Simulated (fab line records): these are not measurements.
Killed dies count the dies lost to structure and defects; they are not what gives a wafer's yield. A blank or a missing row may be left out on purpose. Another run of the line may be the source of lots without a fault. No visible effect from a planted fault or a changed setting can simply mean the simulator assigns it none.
fab line records	flow nandHarc
[record] lots = 12	wafers = 36	lastDay = 33
route steps=1302 shown A_CONTACT@986 END@1302
lots that met no fault: taken from a fault-free run of the same line
startH: start of the lot's first displayed wafer, in hours after the record's first day	waitH: time in hours since the lot's previous step	" identical to the entry in the row above	L1.1+2: several wafers, shown together as one row	- no value, or no start given	* or withheld: withheld	< > ~ a bound
route shown NAME@n: names a module that has steps shown in the file, with the first one's number in the route	usual: mean/standard deviation of fault-free wafers	same: alike in all rows	chamber/n: place in a boat	sites: each site's reading	_std_site: the standard deviation of these	_edge_site: outer sites' mean less inner sites'	radiusMm: how far each site lies from the wafer's centre	mask NAME#n: copy n	behind: the most recent tool/chamber to have shaped the wafer	hold: reason for holding the lot/hours on hold/outcome of the hold	device: whichever transistor did not switch (one of n, p or np)	end of line: tests run on the same wafers once the route is complete	for a step that has no rows: nothing shown but its recipe	killed: not the wafer's yield, but the dies lost to structure and defects at the first sort	map: a wafer's dies, marking killed ones x, the rest . and places with no die _
set.NAME: the run value of the setting; set.NAME@STEP: its run value at that earlier step	model.NAME: the simulator's own value behind a step, which no gauge read
steps of the route over a sample of lots; a table a step, a row a wafer
services: a tool's chamber out of use, with start hour (startH, from the record's first day; less than 0 if before it), hours out, and reason
[[steps]]
[step NHARC_A_CONTACT_DEP_29]
[recipe] targetThkA = 1000	targetThkNm = 100	tempC = 400	pressureTorr = 3.5	flowSccm = 200	rfW = 350	material = SiON
[usual] chamberPressureTorr = 3.500/0.0072	heaterPowerW = 742/100	rfFwdPowerW = 348.4/0.97
lot.wafer	tool	chamber	startH	waitH	chamberPressureTorr	heaterPowerW	rfFwdPowerW
L192.2	pecvd-02	0	484.99	2.8	3.502	757	347.5
L192.3	"	2	"	"	3.501	574	347.9
L192.5	"	0	"	"	3.492	735	348.3
L194.1	pecvd-02	2	502.79	3.5	3.494	531	348.2
L194.2	"	1	"	"	3.492	628	347.2
L194.6	"	2	"	"	3.507	544	348.6
L195.2	pecvd-01	1	505.42	2.9	3.497	909	347.4
L195.5	"	2	"	"	3.496	850	347.2
L195.6	"	1	"	"	3.505	911	347.4
L197.1	pecvd-01	1	528.32	3.5	3.499	751	349.9
L197.3	"	2	"	"	3.491	812	348.0
L197.6	"	2	"	"	3.502	817	348.8
L198.3	pecvd-02	2	550.14	2.2	3.493	611	347.1
L198.2	"	0	"	"	3.506	769	349.0
L198.5	"	2	"	"	3.498	619	347.1
L199.3	pecvd-01	1	568.15	2.2	3.500	761	348.9
L199.6	"	1	"	"	3.492	770	348.6
L199.5	"	2	"	"	3.500	756	347.0
L200.3	pecvd-01	2	590.70	2.1	3.498	911	347.6
L200.2	"	1	"	"	3.502	928	348.9
L200.4	"	0	"	"	3.498	895	347.5
L202.2	pecvd-01	2	597.21	2.8	3.503	802	348.8
L202.1	"	1	"	"	3.484	866	347.7
L202.4	"	0	"	"	3.493	766	348.9
L205.3	pecvd-02	2	628.66	2.1	3.504	590	347.0
L205.4	"	2	"	"	3.500	588	347.2
L205.6	"	1	"	"	3.497	705	348.2
L210.6	pecvd-02	2	667.92	0.1	3.495	591	348.2
L210.5	"	0	"	"	3.495	799	350.1
L210.4	"	1	"	"	3.503	585	350.0
L212.1	pecvd-02	1	675.09	3.6	3.494	613	348.7
L212.2	"	2	"	"	3.511	603	348.0
L212.3	"	0	"	"	3.495	754	349.1
L215.2	pecvd-01	2	720.95	2.9	3.504	923	348.2
L215.3	"	1	"	"	3.502	761	346.7
L215.5	"	0	"	"	3.499	993	348.2
[step NHARC_A_CONTACT_ETCH_51]
[recipe] targetDepthA = 70000	overEtchFrac = 0.3	timeS = 1820	ionEnergyEv = 150	o2FlowSccm = 400	cosFlowSccm = 20	arFlowSccm = 0	rfW = 500	biasW = 300	chemistry = O2/COS
[usual] drypumpMotorCurrentA = 5.9/0.33	o2FlowSccm = 399.8/1.3	oesProductAu = 1.002/0.0082	rfFwdPowerW = 499.9/1.5	rfVppV = 315.2/2	showerheadPlenumPTorr = 3.20/0.13	throttleValvePct = 28.330/0.0094
lot.wafer	tool	chamber	startH	waitH	drypumpMotorCurrentA	o2FlowSccm	oesProductAu	rfFwdPowerW	rfHoursCounterH	rfVppV	showerheadPlenumPTorr	throttleValvePct
L192.2	rieDiel-07	0	487.42	-	6.2	398.8	1.003	500.7	2	315.2	3.25	28.329
L192.3	"	2	"	"	6.1	399.3	1.003	500.3	2	317.8	3.35	28.350
L192.5	"	3	"	"	6.2	399.0	0.996	500.1	-	316.0	3.20	28.344
L194.1	rieDiel-04	0	504.44	-	5.2	400.1	1.009	499.0	47	313.5	2.94	28.326
L194.2	"	1	"	"	5.4	400.0	1.006	497.3	48	316.0	3.32	28.321
L194.6	"	0	"	"	5.2	399.4	0.998	499.3	-	311.7	2.94	28.330
L195.2	rieDiel-07	3	506.88	-	6.2	400.4	1.021	501.1	4	315.6	3.20	28.336
L195.5	"	3	"	"	6.2	400.8	1.012	502.1	-	313.8	3.20	28.312
L195.6	"	0	"	"	6.1	400.3	1.005	497.9	-	316.1	3.25	28.327
L197.1	rieDiel-11	1	529.84	-	5.8	398.4	0.989	500.5	29	314.6	3.21	28.319
L197.3	"	2	"	"	5.5	399.2	0.991	501.5	28	310.7	2.90	28.350
L197.6	"	2	"	"	5.6	401.2	1.007	499.0	-	310.6	2.90	28.327
L198.3	rieDiel-07	0	551.61	-	6.2	400.5	1.003	500.0	13	316.0	3.24	28.322
L198.2	"	2	"	"	6.1	402.2	1.010	498.1	14	316.9	3.35	28.339
L198.5	"	0	"	"	6.2	399.3	0.998	498.2	-	316.7	3.24	28.333
L199.3	rieDiel-07	1	570.10	-	6.0	400.1	0.993	499.6	16	316.2	3.24	28.332
L199.5	"	3	"	"	6.3	399.4	1.002	500.4	-	315.3	3.19	28.322
L199.6	"	1	"	"	5.9	398.7	1.002	496.7	-	316.1	3.24	28.326
L200.4	rieDiel-07	3	592.22	-	6.2	398.2	1.001	498.4	20	314.9	3.19	28.339
L200.2	"	0	"	"	6.1	398.4	1.009	501.2	20	315.7	3.24	28.330
L200.3	"	2	"	"	6.1	403.2	1.013	501.3	16	317.1	3.35	28.322
L202.1	rieDiel-07	1	598.74	-	5.9	399.7	0.989	500.6	21	315.6	3.24	28.336
L202.4	"	2	"	"	6.0	398.7	1.014	499.1	18	315.3	3.35	28.345
L202.2	"	0	"	"	6.1	400.1	0.997	499.8	21	316.1	3.24	28.347
L205.3	rieDiel-07	2	630.30	-	6.1	400.9	1.003	500.5	25	317.2	3.34	28.340
L205.4	"	0	"	"	6.1	399.9	1.007	498.2	28	316.0	3.24	28.331
L205.6	"	2	"	"	6.1	398.2	1.006	500.5	-	317.8	3.34	28.331
L210.4	rieDiel-07	2	669.75	-	6.1	319.4	0.985	501.5	4	316.5	2.91	25.255
L210.6	"	3	"	"	6.3	321.6	0.995	497.8	-	315.4	2.77	25.254
L210.5	"	0	"	"	6.2	321.2	1.001	500.9	-	316.2	2.81	25.236
L212.2	rieDiel-07	2	676.74	-	6.1	320.3	1.003	501.0	6	318.7	2.90	25.245
L212.1	"	3	"	"	6.2	320.3	1.004	501.1	6	315.5	2.77	25.253
L212.3	"	1	"	"	5.9	316.2	1.007	497.0	6	316.1	2.81	25.236
L215.2	rieDiel-11	1	722.36	-	5.8	401.7	0.986	500.6	39	314.7	3.18	28.325
L215.3	"	2	"	"	5.5	400.8	0.994	501.5	42	318.8	3.35	28.343
L215.5	"	2	"	"	5.5	399.9	0.993	501.1	-	317.5	3.35	28.318
[step NHARC_A_CONTACT_ETCH_116]
[recipe] sourceW = withheld	pressureMtorr = 20	biasV = 3000	timeS = 190	targetDepthA = 18500	arFlowSccm = withheld	c4f8FlowSccm = withheld	o2FlowSccm = withheld	chemistry = C4F8/O2/Ar
lot.wafer	tool	chamber	startH	waitH	rfHoursCounterH
L192.2	harCapEtch-01	1	489.39	0.1	127
L192.3	"	1	"	"	-
L192.5	"	1	"	"	-
L194.1	harCapEtch-02	1	506.40	0.1	86
L194.2	"	0	"	"	86
L194.6	"	0	"	"	-
L195.2	harCapEtch-03	0	508.98	0.1	42
L195.6	"	0	"	"	-
L195.5	"	1	"	"	-
L197.1	harCapEtch-03	0	531.98	0.1	47
L197.3	"	0	"	"	-
L197.6	"	1	"	"	-
L198.2	harCapEtch-01	1	553.69	0.1	8
L198.3	"	1	"	"	-
L198.5	"	0	"	"	-
L199.3	harCapEtch-02	0	572.16	0.1	-
L199.5	"	0	"	"	-
L199.6	"	1	"	"	-
L200.2	harCapEtch-03	1	594.32	0.1	54
L200.4	"	1	"	"	-
L200.3	"	0	"	"	-
L202.2	harCapEtch-01	1	600.83	0.1	13
L202.1	"	0	"	"	13
L202.4	"	1	"	"	-
L205.3	harCapEtch-03	1	632.32	0.1	-
L205.4	"	0	"	"	-
L205.6	"	0	"	"	-
L210.4	harCapEtch-03	0	671.55	0.1	-
L210.5	"	1	"	"	-
L210.6	"	0	"	"	-
L212.1	harCapEtch-01	0	679.11	0.1	30
L212.2	"	1	"	"	30
L212.3	"	0	"	"	-
L215.2	harCapEtch-01	1	724.46	0.1	38
L215.3	"	1	"	"	-
L215.5	"	0	"	"	-
[step NHARC_A_CONTACT_ETCH_118]
[recipe] sourceW = withheld	pressureMtorr = 20	biasV = 3000	timeS = 190	targetDepthA = 18500	arFlowSccm = withheld	c4f8FlowSccm = withheld	o2FlowSccm = withheld	chemistry = C4F8/O2/Ar
lot.wafer	tool	chamber	startH	waitH	rfHoursCounterH
L192.2	harCapEtch-01	1	489.73	0.1	127
L192.3	"	1	"	"	-
L192.5	"	1	"	"	-
L194.1	harCapEtch-02	1	506.75	0.1	87
L194.2	"	0	"	"	87
L194.6	"	0	"	"	-
L195.2	harCapEtch-03	0	509.32	0.1	42
L195.6	"	0	"	"	-
L195.5	"	1	"	"	-
L197.1	harCapEtch-03	0	532.32	0.1	47
L197.3	"	0	"	"	-
L197.6	"	1	"	"	-
L198.2	harCapEtch-01	1	554.03	0.1	8
L198.3	"	1	"	"	-
L198.5	"	0	"	"	-
L199.3	harCapEtch-02	0	572.50	0.1	-
L199.5	"	0	"	"	-
L199.6	"	1	"	"	-
L200.2	harCapEtch-03	1	594.66	0.1	55
L200.4	"	1	"	"	-
L200.3	"	0	"	"	-
L202.2	harCapEtch-01	1	601.17	0.1	13
L202.1	"	0	"	"	13
L202.4	"	1	"	"	-
L205.3	harCapEtch-03	1	632.65	0.1	-
L205.4	"	0	"	"	-
L205.6	"	0	"	"	-
L210.4	harCapEtch-03	0	671.89	0.1	-
L210.5	"	1	"	"	-
L210.6	"	0	"	"	-
L212.1	harCapEtch-01	0	679.45	0.1	31
L212.2	"	1	"	"	31
L212.3	"	0	"	"	-
L215.2	harCapEtch-01	1	724.80	0.1	38
L215.3	"	1	"	"	-
L215.5	"	0	"	"	-
[step NHARC_END_SORT_01]
[recipe] tempC = 25
[usual] killedAtArray = 64/16	killedAtOther = 1.0/1.1	killedAtPeriphery = 3.5/2.3	killedDies = 69/17	killedOpen = 3.2/1.6	killedShort = 2.4/1.6
[same] grossDies = 677
lot.wafer	tool	chamber	startH	waitH	killedAtArray	killedAtOther	killedAtPeriphery	killedDies	killedOpen	killedShort
L197.1	prober-02	0	601.31	2.5	83	3	2	88	5	3
L197.3	prober-02	0	602.91	3.1	75	3	2	80	3	2
L197.6	prober-02	0	605.31	4.0	88	4	6	98	2	5
L198.2	prober-01	0	621.88	2.8	71	1	2	74	5	1
L198.3	prober-01	0	622.69	3.1	74	0	2	76	6	2
L198.5	prober-01	0	624.31	3.7	78	0	2	80	4	3
// killed by level:class
L197.1 A_CHANNEL_HOLE_D1:chamberFilmFlake=33 A_SLIT:chamberFilmFlake=28 A_CHANNEL_HOLE_D2:chamberFilmFlake=12 THIN_TSV:chamberFilmFlake=3 A_M0:geometricParticle:open=2 A_CHANNEL_FILL_D2:chamberFilmFlake=2 P_STI:geometricParticle:open=1 P_GATE:geometricParticle:open=1
L197.3 A_CHANNEL_HOLE_D1:chamberFilmFlake=36 A_SLIT:chamberFilmFlake=23 A_CHANNEL_HOLE_D2:chamberFilmFlake=5 A_CONTACT:chamberFilmFlake=4 THIN_TSV:chamberFilmFlake=3 A_STAIRCASE:chamberFilmFlake=2 A_CHANNEL_FILL_D2:geometricParticle:short=1 A_CHANNEL_FILL_D2:geometricParticle:open=1
L197.6 A_SLIT:chamberFilmFlake=33 A_CHANNEL_HOLE_D1:chamberFilmFlake=32 A_CHANNEL_HOLE_D2:chamberFilmFlake=8 THIN_TSV:chamberFilmFlake=4 P_STI:chamberFilmFlake=3 A_WL_FILL:geometricParticle:open=2 A_STAIRCASE:chamberFilmFlake=2 A_CONTACT:chamberFilmFlake=2
L198.2 A_CHANNEL_HOLE_D2:chamberFilmFlake=30 A_SLIT:chamberFilmFlake=24 A_STAIRCASE:chamberFilmFlake=5 A_CHANNEL_HOLE_D1:chamberFilmFlake=4 A_M0:geometricParticle:open=3 A_WL_FILL:chamberFilmFlake=2 P_GATE:geometricParticle:open=1 P_CONTACT:geometricParticle:open=1
L198.3 A_CHANNEL_HOLE_D2:chamberFilmFlake=34 A_SLIT:chamberFilmFlake=24 A_M0:geometricParticle:open=2 A_STAIRCASE:chamberFilmFlake=2 A_CHANNEL_HOLE_D1:chamberFilmFlake=2 A_DECK1_JOINT:chamberFilmFlake=2 P_M0:geometricParticle:open=1 P_M1:geometricParticle:open=1
L198.5 A_CHANNEL_HOLE_D2:chamberFilmFlake=36 A_SLIT:chamberFilmFlake=22 A_CHANNEL_HOLE_D1:chamberFilmFlake=9 A_CONTACT:chamberFilmFlake=2 P_M0:geometricParticle:open=1 P_M0:geometricParticle:short=1 A_ONON_D2:geometricParticle:open=1 A_CHANNEL_FILL_D2:geometricParticle:short=1
[[services]]
tool	chamber	startH	hours	kind
pecvd-01	1	464.36	8.1	repair
rieDiel-07	-	471.20	9.0	pm
pecvd-01	-	492.12	13.0	pm
harCapEtch-01	-	497.00	17.0	pm
harCapEtch-01	0	497.00	17.0	ventCycle
harCapEtch-01	1	497.00	17.0	ventCycle
rieDiel-04	0	518.99	65.0	repair
pecvd-02	-	527.72	0.9	repair
rieDiel-04	-	533.58	9.0	pm
harCapEtch-02	-	551.44	0.2	repair
rieDiel-07	2	563.04	10.5	repair
pecvd-02	2	572.62	15.2	repair
pecvd-01	-	585.73	1.9	repair
pecvd-02	-	589.11	13.0	pm
rieDiel-11	-	609.92	9.0	pm
rieDiel-04	-	617.11	0.4	repair
pecvd-01	-	627.70	1.4	repair
rieDiel-07	-	648.20	9.0	pm
pecvd-01	-	649.87	0.3	repair
rieDiel-04	1	661.86	9.7	repair
rieDiel-07	0	670.15	9.9	repair
pecvd-01	-	673.12	13.0	pm
rieDiel-04	3	678.08	5.6	repair
rieDiel-04	-	710.58	9.0	pm
[[key]]
[firstSign] step = NHARC_A_CONTACT_ETCH_51	reading = throttleValvePct	direction = down	sigmas = 99+	usual = 28.330	struck = 25.247
[effect] step = NHARC_A_CONTACT_ETCH_51	reading = o2FlowSccm	direction = down	sigmas = 62	usual = *	struck = *
metAt NHARC_A_CONTACT_ETCH_51
struckLots L210,L212
testerLeftOut L210,L212
notActingAt NHARC_A_CONTACT_DEP_29,NHARC_A_CONTACT_ETCH_116,NHARC_A_CONTACT_ETCH_118
onsetBetween 630.30 669.75
[fault] kind = processParameterDrift	tool = rieDiel-07	chamber = -	onsetH = 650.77	steps = NHARC_A_CONTACT_ETCH_51	channel = o2FlowSccm	offset = *	shape = step	endH = 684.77	actsIn = *	stated = *
// testerLeftOut: of these lots the tester's yield and bins aren't shown, on N5 and GAA mostly nor the transistor test; their killed dies are dies lost to structure and defects alone, not to doping, threshold or leakage, so they don't give the yield
